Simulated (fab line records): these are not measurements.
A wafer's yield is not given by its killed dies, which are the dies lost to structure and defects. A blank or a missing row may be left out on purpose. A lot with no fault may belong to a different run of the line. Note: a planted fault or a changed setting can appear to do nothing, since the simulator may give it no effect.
Struck lot and sound lot, side by side :: flow nand harc :: 13 steps out of a route of 1302
Sound: wafers L987.2, L987.4, L987.6. Struck: wafers L998.2, L998.4. (L998.1 of the same lot was not struck and is left out.) The cause comes at the end.
Order at every step that has rows: each side's tool, ch and its chambers, its first start. Under that, the readings that differ: sound wafers :: struck wafers :: difference of the means :: sigmas: that difference in standard deviations of wafers without a fault.
alike: words and numbers the same on both sides, and readings whose means are apart by under 2 such deviations; not compared: readings that were withheld, readings missing a value for some wafer, numbers with overlapping values and no deviation given by the record, and bounds like >300 which may hide the same value.
A row with sigmas, a row that says differs or no value, or rows on one side alone: a step with any of these is where the two part. When numbers do not overlap yet have no deviation, they are printed without sigmas and do not part them. A reading missing from all wafers of one side parts the sides only when that side holds two or more wafers.

first, 2 steps without rows for these wafers: NHARC_A_STAIRCASE_SRD_154; NHARC_A_STAIRCASE_ETCH_403 (etches SiO2 in dHF, target depth 108.2 nm).
NHARC_A_STAIRCASE_ETCHBACK_422: etches the open film in CH3F/O2, target depth 40 nm, time 74.286 s.
  sound on rie diel-05 ch 1,2,3, day 20 07:50; struck on rie diel-06 ch 0,2, day 24 13:27
  alike: bias w, drypump motor current A, oes product au, rf fwd power W, rf vpp V, showerhead plenum p Torr, throttle valve pct
  not compared: rf hours counter h
then, 1 step without rows for these wafers: NHARC_A_STAIRCASE_ETCH_423 (etches SiO2 in dHF, target depth 30 nm).
NHARC_A_STAIRCASE_ETCHBACK_157: etches the open film in CH3F/O2, target depth 90 nm, time 167.14 s.
  sound on rie diel-12 ch 0,1, day 20 08:14; struck on rie diel-05 ch 2,3, day 24 13:49
reading: oes product au (a.u.)
sound: 0.99 1.03 1.03
struck: 0.95 0.93
difference: -0.08
sigmas: -2
  alike: bias w, drypump motor current A, rf fwd power W, rf vpp V, showerhead plenum p Torr, throttle valve pct
  not compared: rf hours counter h
NHARC_A_STAIRCASE_STRIP_475: strips in O2, time 20 s.
  sound on rie diel-12 ch 0,2,3; struck on rie diel-05 ch 2,3, day 24 14:01
  alike: drypump motor current A, oes product au, rf vpp V, showerhead plenum p Torr, throttle valve pct
  not compared: rf hours counter h
NHARC_A_STAIRCASE_DEP_471: deposits SiO2, target thk 100 nm.
  sound on pecvd-04 ch 0,1, day 20 08:45; struck on pecvd-03 ch 0,2, day 24 14:07
  alike: chamber pressure Torr, heater power outer w, heater power w, rf fwd power W, throttle valve pct
  not compared: since wet clean h
NHARC_A_STAIRCASE_CMP_472: polishes SiO2.
  sound on cmp-01 ch 0,1, day 20 08:58; struck on cmp-03 ch 1,3, day 24 14:24
  alike: motor current A, slurry flow ml min
following that, these wafers have no rows for 1 step: NHARC_A_STAIRCASE_SRD_474.
NHARC_A_STAIRCASE_INSPECT_155:
  sound on defect inspect-01, day 20 09:19; struck on defect inspect-02, day 24 14:44
  alike: raw defect count
NHARC_A_SGD_CUT_DEP_00: deposits SiNx, target thk 50 nm.
  sound on pecvd-01 ch 0,1,2, day 20 09:26; struck on pecvd-01 ch 2, day 24 14:49
reading: rf fwd power W (W)
sound: 446.9 447.4 448.5
struck: 376.1 376.4
difference: -71.3
sigmas: -48
  alike: heater power outer w, heater power w
  not compared: since wet clean h
then, 1 step without rows for these wafers: NHARC_A_SGD_CUT_DEHYDRATE_01 (time 120 s).
-- jump in the record: it breaks off in module A_SGD_CUT and resumes in module END (first step shown: number 1302 of the route), and 6 days separate the struck wafers' starts before and after --
NHARC_END_SORT_01:
  sound on prober-01 ch 0, day 25 19:31; struck on prober-02 ch 0, day 30 09:30
  alike: killed at array, killed at other, killed at periphery, killed dies, killed open, killed short

WHERE THEY PART
Last at NHARC_A_SGD_CUT_DEP_00 as far as this record goes, first at NHARC_A_STAIRCASE_ETCHBACK_157. Later steps at which nothing parts them and some readings are alike: NHARC_END_SORT_01.

WHY: whatever the simulator had introduced
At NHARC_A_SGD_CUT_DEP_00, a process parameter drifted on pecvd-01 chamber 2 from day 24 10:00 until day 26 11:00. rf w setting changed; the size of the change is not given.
